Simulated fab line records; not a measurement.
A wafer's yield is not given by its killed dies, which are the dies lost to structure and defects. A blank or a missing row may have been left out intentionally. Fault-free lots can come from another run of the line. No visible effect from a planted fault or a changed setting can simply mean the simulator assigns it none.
Split-lot experiment || flow n5_finfet || 21 wafers read from 7 lots, route of 1938 steps

SPLIT DETAILS
At N5_FIN_SAQP_SPACER1_ALD_24 (deposits SiO2, target thk 20.3 nm, pulse time 1 s, purge time 2 s), the setting ald_cycles was moved away from the recipe's 218 on 9 of the 21 wafers read, by -14.2% to +13.3%. The other wafers ran this setting at the recipe's value.

FROM THE SPLIT TO THE READING: what the file shows between them, 2 steps
- N5_FIN_SAQP_SPACER1_ETCHBACK_25: etches SiO2 in CHF3/O2, target depth 24.4 nm, time 12.2 s
- N5_FIN_SAQP_MANDREL1_REMOVE_56: chemistry HBr/Cl2/O2, target a-Si, stops on SiNx, bt time 10 s

THE READING
At N5_FIN_SAQP_CD_MEAS_27: cd_nm in nanometres, against a target cd of 20 nm. Fault-free wafers of this fab line usually give 20.32 nm, standard deviation 0.22 nm.

{"wafer": "L077.2", "tool, chamber at the split": "ald_sin-02, 3", "ald_cycles as run": 218, "against the recipe": "recipe", "cd_nm, nm": 19.97, "against lot-mates on the recipe": "-"}
{"wafer": "L077.3", "tool, chamber at the split": "ald_sin-02, 2,1", "ald_cycles as run": 204, "against the recipe": "-6.4%", "cd_nm, nm": 18.78, "against lot-mates on the recipe": -1.19}
{"wafer": "L077.4", "tool, chamber at the split": "ald_sin-02, 2,1", "ald_cycles as run": 204, "against the recipe": "-6.4%", "cd_nm, nm": 18.96, "against lot-mates on the recipe": -1.01}
{"wafer": "L080.2", "tool, chamber at the split": "ald_sin-01, 2", "ald_cycles as run": 218, "against the recipe": "recipe", "cd_nm, nm": 20.41, "against lot-mates on the recipe": "-"}
{"wafer": "L080.4", "tool, chamber at the split": "ald_sin-01, 0", "ald_cycles as run": 247, "against the recipe": "+13.3%", "cd_nm, nm": 23.25, "against lot-mates on the recipe": "+2.84"}
{"wafer": "L080.5", "tool, chamber at the split": "ald_sin-01, 0", "ald_cycles as run": 247, "against the recipe": "+13.3%", "cd_nm, nm": 22.75, "against lot-mates on the recipe": "+2.34"}
{"wafer": "L084.1", "tool, chamber at the split": "ald_sin-04, 1", "ald_cycles as run": 187, "against the recipe": "-14.2%", "cd_nm, nm": 17.23, "against lot-mates on the recipe": -3.12}
{"wafer": "L084.2", "tool, chamber at the split": "ald_sin-04, 2", "ald_cycles as run": 187, "against the recipe": "-14.2%", "cd_nm, nm": 17.17, "against lot-mates on the recipe": -3.18}
{"wafer": "L084.4", "tool, chamber at the split": "ald_sin-04, 0", "ald_cycles as run": 218, "against the recipe": "recipe", "cd_nm, nm": 20.35, "against lot-mates on the recipe": "-"}
{"wafer": "L085.2", "tool, chamber at the split": "ald_sin-02, 0,3", "ald_cycles as run": 198, "against the recipe": "-9.2%", "cd_nm, nm": 18.49, "against lot-mates on the recipe": -2.05}
{"wafer": "L085.4", "tool, chamber at the split": "ald_sin-02, 0,3", "ald_cycles as run": 198, "against the recipe": "-9.2%", "cd_nm, nm": 18.22, "against lot-mates on the recipe": -2.32}
{"wafer": "L085.5", "tool, chamber at the split": "ald_sin-02, 2", "ald_cycles as run": 218, "against the recipe": "recipe", "cd_nm, nm": 20.54, "against lot-mates on the recipe": "-"}
{"wafer": "L087.2", "tool, chamber at the split": "ald_sin-04, 3,0,3", "ald_cycles as run": 218, "against the recipe": "recipe", "cd_nm, nm": 20.23, "against lot-mates on the recipe": "-"}
{"wafer": "L087.3", "tool, chamber at the split": "ald_sin-04, 3,0,3", "ald_cycles as run": 218, "against the recipe": "recipe", "cd_nm, nm": 20.13, "against lot-mates on the recipe": "-"}
{"wafer": "L087.5", "tool, chamber at the split": "ald_sin-04, 3,0,3", "ald_cycles as run": 218, "against the recipe": "recipe", "cd_nm, nm": 20.07, "against lot-mates on the recipe": "-"}
{"wafer": "L090.2", "tool, chamber at the split": "ald_sin-01, 1", "ald_cycles as run": 218, "against the recipe": "recipe", "cd_nm, nm": 20.62, "against lot-mates on the recipe": "-"}
{"wafer": "L090.3", "tool, chamber at the split": "ald_sin-01, 2", "ald_cycles as run": 218, "against the recipe": "recipe", "cd_nm, nm": 20.44, "against lot-mates on the recipe": "-"}
{"wafer": "L090.5", "tool, chamber at the split": "ald_sin-01, 2", "ald_cycles as run": 218, "against the recipe": "recipe", "cd_nm, nm": 20.48, "against lot-mates on the recipe": "-"}
{"wafer": "L091.1", "tool, chamber at the split": "ald_sin-02, 1", "ald_cycles as run": 241, "against the recipe": "+10.6%", "cd_nm, nm": 22.52, "against lot-mates on the recipe": "+2.38"}
{"wafer": "L091.4", "tool, chamber at the split": "ald_sin-02, 0", "ald_cycles as run": 218, "against the recipe": "recipe", "cd_nm, nm": 19.87, "against lot-mates on the recipe": "-"}
{"wafer": "L091.6", "tool, chamber at the split": "ald_sin-02, 2", "ald_cycles as run": 218, "against the recipe": "recipe", "cd_nm, nm": 20.41, "against lot-mates on the recipe": "-"}
Where a row lists several chambers, the file gives one row for several wafers and doesn't say which wafer went through which chamber.

THE FIT
A straight line over all 21 wafers: cd_nm changes by +0.211 nm for each +1% of ald_cycles; r = +0.99; the points scatter about the line by 0.21 nm.
The same after taking each lot's own level away (the mean of its wafers on the recipe; 21 wafers): +0.212 nm for each +1%; r = +0.99; scatter 0.2 nm.
That fit puts the effect of the largest move of ald_cycles on the reading at 3 nm.
The lots' own levels span 19.970 to 20.540 nm, that is 2.6 times the standard deviation above.
Consequently the slope shifts little with the lot-to-lot level, the two slopes agreeing.
Check: -3.02 nm against its lot-mates is what the line predicts for one of the wafers moved furthest among these (-14.2%) when that wafer is left out of the fit. Against them it came out at -3.12 nm.

THESE WAFERS: OTHER SPLITS
Other splits were also applied to these wafers ahead of the reading. Each is held against what the fit with the lots' levels taken away leaves over:
{"other split on the same wafers": "N5_WELL_APT_PEB_23 peb_temp_c", "wafers away from the commonest value": 9, "r with cd_nm (lot level and that fit taken away)": -0.08}
{"other split on the same wafers": "N5_WELL_APT_DEVELOP_24 develop_time_s", "wafers away from the commonest value": 7, "r with cd_nm (lot level and that fit taken away)": "+0.19"}
{"other split on the same wafers": "N5_FIN_SAQP_ALD_61 temp_c", "wafers away from the commonest value": 7, "r with cd_nm (lot level and that fit taken away)": "+0.59"}
{"other split on the same wafers": "N5_FIN_SAQP_PECVD_47 time_s", "wafers away from the commonest value": 8, "r with cd_nm (lot level and that fit taken away)": -0.24}

THE WHOLE CHAIN: every reading that the file lists as answering this split, in the file's order
{"step": "N5_FIN_SAQP_SPACER1_ALD_24", "what it does": "deposits SiO2, target thk 20.3 nm, pulse time 1 s, purge time 2 s", "reading": "SiO2_of_FIN_SAQP_SPACER1_ALD_24.thk_nm (the simulator's own value, which no gauge read)", "change (the file's fit)": "+0.206 nm for each +1% of the setting", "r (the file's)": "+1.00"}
{"step": "N5_FIN_SAQP_MANDREL1_REMOVE_56", "what it does": "chemistry HBr/Cl2/O2, target a-Si, stops on SiNx, bt time 10 s", "reading": "FIN_SAQP.cd_nm (the simulator's own value, which no gauge read)", "change (the file's fit)": "+0.211 nm for each +1% of the setting", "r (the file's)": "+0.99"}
{"step": "N5_FIN_SAQP_CD_MEAS_27", "what it does": "target cd 20 nm", "reading": "cd_nm", "change (the file's fit)": "+0.213 nm for each +1% of the setting", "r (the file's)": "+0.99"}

THE FILE'S OWN FIT
cd_nm changes by +0.213 nm for each +1% of ald_cycles, r = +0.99.
